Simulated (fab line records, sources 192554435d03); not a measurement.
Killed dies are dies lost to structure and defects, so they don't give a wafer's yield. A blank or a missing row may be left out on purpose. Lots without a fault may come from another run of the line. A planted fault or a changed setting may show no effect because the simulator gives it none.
Problem report in the 8D (eight disciplines) form, filled by code | flow n5_finfet | the parts of the form that need people (team, actions taken, sign-off) are left out

1. THE PROBLEM
etch_rf_on_time_s at N5_BEOL_M10_ETCH_65 reads a mean of 44.8 s on 3 wafers of 3 lots; wafers without a fault read 64.8 s with a standard deviation of 1.1. That is -18 standard deviations from the usual mean.
The step: etches SiARC in CF4, target depth 39 nm, time 65 s.
First seen on wafer L635.1, day 13 13:50, on rie_diel-06. The record holds 29 wafers of 10 lots with a number at this step. Rule for "out", or "out of limits": more than 4 standard deviations from the usual mean. The other wafers with a number count as sound.

2. WHAT IT IS AND WHAT IT IS NOT
question                    | is                     | is not
which readings at this step | etch_rf_on_time_s      | cf4_flow_sccm, drypump_motor_current_A, mfc_ar_sccm, rf_vpp_V, showerhead_plenum_p_Torr, throttle_valve_pct
which lots                  | L635, L636, L637       | L626, L627, L641, L643, L644, L645, L648
which wafers of those lots  | L635.1, L636.2, L637.2 | L635.4, L635.6, L636.3, L637.3, L637.4
read on which tools         | rie_diel-06            | rie_diel-04, rie_diel-05
when                        | from day 13 13:50      | up to then (8 sound wafers); but 18 sound wafers of L636, L637, L641, L643, L644, L645, L648 came after

3. SUSPECTS, AND WHAT RULES EACH OUT
Counting: a tool at a process step up to the reading stays a suspect if it ran every lot that is out. Sound lots after the first of them don't rule it out here, since some wafers of a struck lot are sound.
- rie_diel-06 at N5_BEOL_M10_ETCH_65 (etches SiARC in CF4, target depth 39 nm, time 65 s): kept. It ran every lot that is out, first L635 (day 13 13:50); its last sound lot up to then is L627 (day 12 00:51). Its own readings are out on those wafers: etch_rf_on_time_s.
Left after counting: rie_diel-06 at N5_BEOL_M10_ETCH_65.

4. THE CAUSE (what the simulator had put in)
Process parameter drift: rie_diel-06, from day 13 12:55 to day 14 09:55, at N5_BEOL_M10_ETCH_65. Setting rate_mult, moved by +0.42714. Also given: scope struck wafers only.
Counting left only this tool.

5. THE CHAIN OF EFFECTS, in route order
Each row: a reading whose mean over the struck wafers that have a number lies more than 3 standard deviations from the usual. Only readings for which the record gives a usual standard deviation are gone through. hours: the time from each lot's start at the first step in this table that gives one to its start at this step, as a median over the lots. sigmas: the change in usual standard deviations.
hours | step                | reading           | usual     | on struck wafers | change | sigmas
0     | N5_BEOL_M10_ETCH_65 | etch_rf_on_time_s | 64.8 s    | 44.8             | -20.0  | -18
0     | N5_BEOL_M10_ETCH_65 | oes_product_au    | 0.71 a.u. | 0.90             | +0.19  | +3.6
The process steps in it:
- N5_BEOL_M10_ETCH_65: etches SiARC in CF4, target depth 39 nm, time 65 s.

6. WHAT WOULD HAVE CAUGHT IT SOONER
In this record the first reading out of limits was taken at day 13 13:50, 1 hour after the fault began at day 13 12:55.
